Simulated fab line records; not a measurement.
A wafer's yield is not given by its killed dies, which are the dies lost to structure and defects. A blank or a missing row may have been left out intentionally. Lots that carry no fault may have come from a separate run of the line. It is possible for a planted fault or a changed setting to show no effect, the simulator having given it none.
The tool behind it: which one?	flow nandHarc	12 lots, 36 wafers sampled, at 2 steps of a route of 1302

## WHAT THE GAUGES SHOWED, per wafer
NHARC_P_M1_CD_MEAS_16.
lot	measured	on	cdNm (nm)
L076	day 6 19:12	cdSem-01	129.5 130.3 129.9
L077	day 7 08:35	cdSem-01	130.5 129.4 128.9
L079	day 8 02:05	cdSem-03	129.4 130.3 129.7
L081	day 9 07:17	cdSem-03	130.7 131.9 129.7
L082	day 10 00:29	cdSem-01	129.5 129.4 130.2
L085	day 11 00:02	cdSem-03	131.9 129.7 131.3
L087	day 11 12:40	cdSem-03	130.3 130.7 131.0
L088	day 12 05:34	cdSem-01	128.9 131.0 129.3
L091	day 13 14:08	cdSem-02	131.0 129.1 129.4
L093	day 14 07:40	cdSem-02	129.6 128.1 129.4
L095	day 15 00:24	cdSem-01	128.7 130.8 129.6
L097	day 16 02:20	cdSem-03	130.3 129.8 129.9

## WHAT TOOL EACH LOT RAN ON (gives the tool, then ch and the chambers of the sampled wafers, and finally the start)
lot	NHARC_P_M0_PRE_CLEAN_29
L076	pvdSputter-02, day 6 19:12 or earlier
L077	pvdSputter-02, day 7 08:35 or earlier
L079	pvdSputter-03, day 8 02:05 or earlier
L081	pvdSputter-02, day 9 07:17 or earlier
L082	pvdSputter-02, day 10 00:29 or earlier
L085	pvdSputter-02, day 11 00:02 or earlier
L087	pvdSputter-02, day 11 12:40 or earlier
L088	pvdSputter-01, day 12 05:34 or earlier
L091	pvdSputter-03, day 13 14:08 or earlier
L093	pvdSputter-01, day 14 07:40 or earlier
L095	pvdSputter-01, day 15 00:24 or earlier
L097	pvdSputter-03, day 16 02:20 or earlier
- NHARC_P_M0_PRE_CLEAN_29: time 30 s.

## THE ANSWER, worked out from the rows above alone
Rule: the lots themselves supply what counts as usual. The widest of any qualifying gaps counts: lots, ordered by their means at a reading, are off when they make up no more than a third of the lots, leave a main group of 4 or more, and stand apart from it by 3 or more times the standard deviation of that group's means. A main group whose means are all the same, to the digits that the tables above print for the reading, isn't used. A lot without any number at a reading at which 4 lots or more have one is off too. Where the step has rows for the other lots, those lots are counted as sound.
Across all readings shown, no lot is off: no conclusion can be drawn from this.

## WHAT WAS PUT IN BY THE SIMULATOR
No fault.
